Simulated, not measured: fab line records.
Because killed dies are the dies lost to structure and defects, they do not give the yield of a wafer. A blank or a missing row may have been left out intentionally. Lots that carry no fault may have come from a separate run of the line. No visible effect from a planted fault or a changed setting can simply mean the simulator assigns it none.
8D (eight disciplines) problem report, filled in by code + flow nand-harc + the parts of the form that need people (team, actions taken, sign-off) are left out

== 1. WHAT IS WRONG ==
Wafers without a fault read 0.999 a.u., standard deviation 0.0089; oes-product-au at NHARC_A_CHANNEL_HOLE_D1_ETCH_39 reads a mean of 0.855 a.u. on 2 wafers belonging to 2 lots. Relative to the usual mean, that is a shift of -16 standard deviations.
The step: etches the open film in N2/H2, target depth 260 nm, time 325 s.
Seen first at day 12 11:51 on rie-diel-08, wafer L641.6. At this step, 34 wafers from 12 lots have a number in the record. Rule for "out", or "out of limits": more than 4 standard deviations from the usual mean. All remaining wafers that have a number are taken as sound.

== 2. WHAT IT IS, AND WHAT IT ISN'T ==
| question                    | is                | is not                                                                                             |
|-----------------------------|-------------------|----------------------------------------------------------------------------------------------------|
| which readings at this step | oes-product-au    | drypump-motor-current-A, n2-flow-sccm, rf-vpp-V, showerhead-plenum-p-Torr, throttle-valve-pct      |
| which lots                  | L641, L643        | L632, L634, L635, L636, L639, L649, L652, L653, L654, L655                                         |
| which wafers of those lots  | L641.6, L643.6    | L641.5, L643.2                                                                                     |
| read on which tools         | rie-diel-08       | rie-diel-12                                                                                        |
| when                        | from day 12 11:51 | up to then (16 sound wafers); but 16 sound wafers of L643, L649, L652, L653, L654, L655 came after |

== 3. WHAT RULES OUT EACH SUSPECT ==
Counting: any tool at a process step up to the reading remains a suspect provided it ran every lot that is out. Sound lots after the first of them don't rule it out here, since some wafers of a struck lot are sound.
- acl-dep-02 at NHARC_A_CHANNEL_HOLE_D1_DEP_00 (deposits aC, target thk 3100 nm): kept. It ran every lot that is out, first L641 (day 12 09:59).
- rie-diel-08 at NHARC_A_CHANNEL_HOLE_D1_ETCH_39 (etches the open film in N2/H2, target depth 260 nm, time 325 s): kept. It processed each lot that is out (first: L641, day 12 11:51); up to then, its last sound lot is L639 (day 11 00:16). Out on those wafers are its own readings of oes-product-au.
Left after counting: acl-dep-02 at NHARC_A_CHANNEL_HOLE_D1_DEP_00, rie-diel-08 at NHARC_A_CHANNEL_HOLE_D1_ETCH_39.

== 4. THE CAUSE (what the simulator had put in) ==
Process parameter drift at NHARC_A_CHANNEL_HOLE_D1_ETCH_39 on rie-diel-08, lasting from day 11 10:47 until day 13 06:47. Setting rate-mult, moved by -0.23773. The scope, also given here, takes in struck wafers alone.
Of the 2 suspects that counting leaves, this tool is one.

== 5. THE CHAIN OF EFFECTS, in route order ==
Each row: a reading where the mean over the struck wafers with a number is more than 3 standard deviations away from the usual. Only readings whose record carries a usual standard deviation are examined. hours: median over the lots of the time between each lot's start at the first step of this table that gives one and its start at this step. sigmas: the change, counted in usual standard deviations.
| hours | step                            | reading        | usual      | on struck wafers | change | sigmas |
|-------|---------------------------------|----------------|------------|------------------|--------|--------|
| 0     | NHARC_A_CHANNEL_HOLE_D1_ETCH_39 | oes-product-au | 0.999 a.u. | 0.855            | -0.144 | -16    |
Its process steps:
- NHARC_A_CHANNEL_HOLE_D1_ETCH_39: etches the open film in N2/H2, target depth 260 nm, time 325 s.
Later steps that measure or inspect, where all struck wafers having a row at the step show a number for every such reading and not one has moved that far: NHARC_END_SORT_01.

== 6. WHAT WOULD HAVE CAUGHT IT SOONER ==
In this record no reading fell out of limits until day 12 11:51, 25 hours after the fault had begun at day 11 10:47.
